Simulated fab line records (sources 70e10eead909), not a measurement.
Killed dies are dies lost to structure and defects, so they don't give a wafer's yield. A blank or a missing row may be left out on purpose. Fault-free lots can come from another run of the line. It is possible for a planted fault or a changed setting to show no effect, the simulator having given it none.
The tool behind it: which one? | flow nand-harc | at 1 step of a route of 1302, 15 lots with 45 wafers sampled

## WHAT THE GAUGES SHOWED, per wafer
NHARC_P_ZERO_WELL_INSPECT_43.
lot  | measured     | on                | raw-defect-count
L962 | day 2 03:43  | defect-inspect-01 | 9 18 9
L963 | day 2 16:41  | defect-inspect-02 | 9 6 8
L967 | day 4 05:41  | defect-inspect-02 | 14 15 26
L968 | day 4 15:29  | defect-inspect-02 | 7 16 12
L969 | day 5 05:37  | defect-inspect-02 | 10 13 12
L970 | day 5 11:33  | defect-inspect-02 | 10 13 7
L971 | day 5 21:37  | defect-inspect-01 | 9 6 10
L972 | day 6 07:41  | defect-inspect-02 | 16 3 19
L973 | day 6 17:26  | defect-inspect-01 | 7 6 4
L974 | day 7 03:43  | defect-inspect-01 | 7 12 7
L975 | day 7 13:46  | defect-inspect-01 | 22 10 29
L977 | day 8 09:37  | defect-inspect-01 | 20 21 21
L980 | day 9 15:37  | defect-inspect-02 | 18 14 17
L983 | day 10 21:50 | defect-inspect-01 | 8 12 22
L984 | day 11 07:42 | defect-inspect-02 | 7 16 20

## WHICH TOOL RAN EACH LOT (tool, then ch and the chambers of the sampled wafers, then the start)
There is no process step in the record ahead of these readings.

## WHAT THE TOOLS THEMSELVES READ (means of the sampled wafers that have a number; where no wafer has one, the mark that the record gives instead)
The record holds no such reading with a usual standard deviation.

## THE ANSWER, worked out from the rows above alone
Rule: what is usual is taken from the lots themselves. The widest of any qualifying gaps counts: lots, ordered by their means at a reading, are off when they make up no more than a third of the lots, leave a main group of 4 or more, and stand apart from it by 3 or more times the standard deviation of that group's means. The tables above print the reading to a certain number of digits; a main group whose means all agree to those digits is not used. A lot without any number at a reading at which 4 lots or more have one is off too. Where the step has rows for the other lots, those lots are counted as sound. First the gauges in route order, then the tools' own readings, where a lot's mean is used as printed above. At the first step where some lot is off, the reading lying furthest off is the one used; lots without a number count as furthest.
No lot is off on any of the readings shown, so nothing can be concluded from this.

## WHAT HAD BEEN PUT IN BY THE SIMULATOR
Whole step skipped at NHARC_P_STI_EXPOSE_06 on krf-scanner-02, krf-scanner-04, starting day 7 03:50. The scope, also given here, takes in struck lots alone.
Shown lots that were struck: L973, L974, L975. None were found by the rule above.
